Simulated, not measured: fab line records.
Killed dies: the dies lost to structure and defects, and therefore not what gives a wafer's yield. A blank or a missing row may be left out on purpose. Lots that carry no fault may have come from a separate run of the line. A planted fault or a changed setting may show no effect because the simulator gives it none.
Struck lot and sound lot, side by side	flow nand-harc	13 steps out of a route of 1302
Sound: these wafers, L380.1, L380.2, L380.5. Wafers struck: L373.2, L373.3, L373.5. Last of all comes the cause.
At each step with rows: each side's tool, then ch and its chambers, then its first start. Under that, the readings that differ: sound wafers	struck wafers	difference of the means	sigmas: that difference in standard deviations of wafers without a fault.
alike: a reading whose means differ by less than 2 such deviations, as well as words and numbers matching on both sides. not compared: withheld readings; readings where some wafer has no value; bounds like >300 that might hide an equal value; numbers whose values overlap and for which the record gives no deviation.
A row with sigmas, a row that says differs or no value, or rows on one side alone: a step with any of these is where the two part. Numbers that don't overlap but have no deviation are shown without sigmas and don't part them. A reading missing from all wafers of one side parts the sides only when that side holds two or more wafers.

NHARC_A_CONTACT_DEP_28: deposits aC, target thk 7000 nm.
  sound on acl-dep-01 ch 0, day 30 05:00; struck on acl-dep-03 ch 0, day 26 19:34
  alike: throttle-valve-pct
NHARC_A_CONTACT_DEP_29: deposits SiON, target thk 100 nm.
  sound on pecvd-02 ch 0,1,2, day 30 09:19; struck on pecvd-03 ch 0,1, day 26 23:08
  alike: heater-power-w, rf-fwd-power-W
then, 9 steps without rows for these wafers: NHARC_A_CONTACT_DEHYDRATE_32 (time 120 s); NHARC_A_CONTACT_HMDS_33 (time 30 s); NHARC_A_CONTACT_COAT_34 (time 75 s); NHARC_A_CONTACT_COAT_35 (time 65 s); NHARC_A_CONTACT_COAT_36 (resist thk 90 nm); NHARC_A_CONTACT_SOFTBAKE_37 (time 55 s); NHARC_A_CONTACT_EBR_38; NHARC_A_CONTACT_EXPOSE_39 (exposes mask A CC 3); NHARC_A_CONTACT_PEB_40 (peb time 65 s).
NHARC_A_CONTACT_DEVELOP_41: develop time 35 s.
  struck on litho-track-06, day 26 23:00; sound on litho-track-04 ch 0, day 30 09:00
  no value came back on the struck wafers for chill-plate-temp-C (C), develop-time-s (s), exhaust-pa (Pa); on the sound wafers chill-plate-temp-C (C) reads 23.01 23.11 22.99
NHARC_A_CONTACT_CD_MEAS_42 targets a cd of 300 nm.
  sound on cd-sem-02 ch 0, day 30 09:55; struck on cd-sem-03 ch 0, day 26 23:50
reading	sound	struck	difference	sigmas
cd-nm (nm)	299.1 300.2 299.3	- - -	no value on the struck wafers	

## WHERE THEY PART
First at NHARC_A_CONTACT_DEVELOP_41; last, within this record, at NHARC_A_CONTACT_CD_MEAS_42.

WHY: what had been put in by the simulator
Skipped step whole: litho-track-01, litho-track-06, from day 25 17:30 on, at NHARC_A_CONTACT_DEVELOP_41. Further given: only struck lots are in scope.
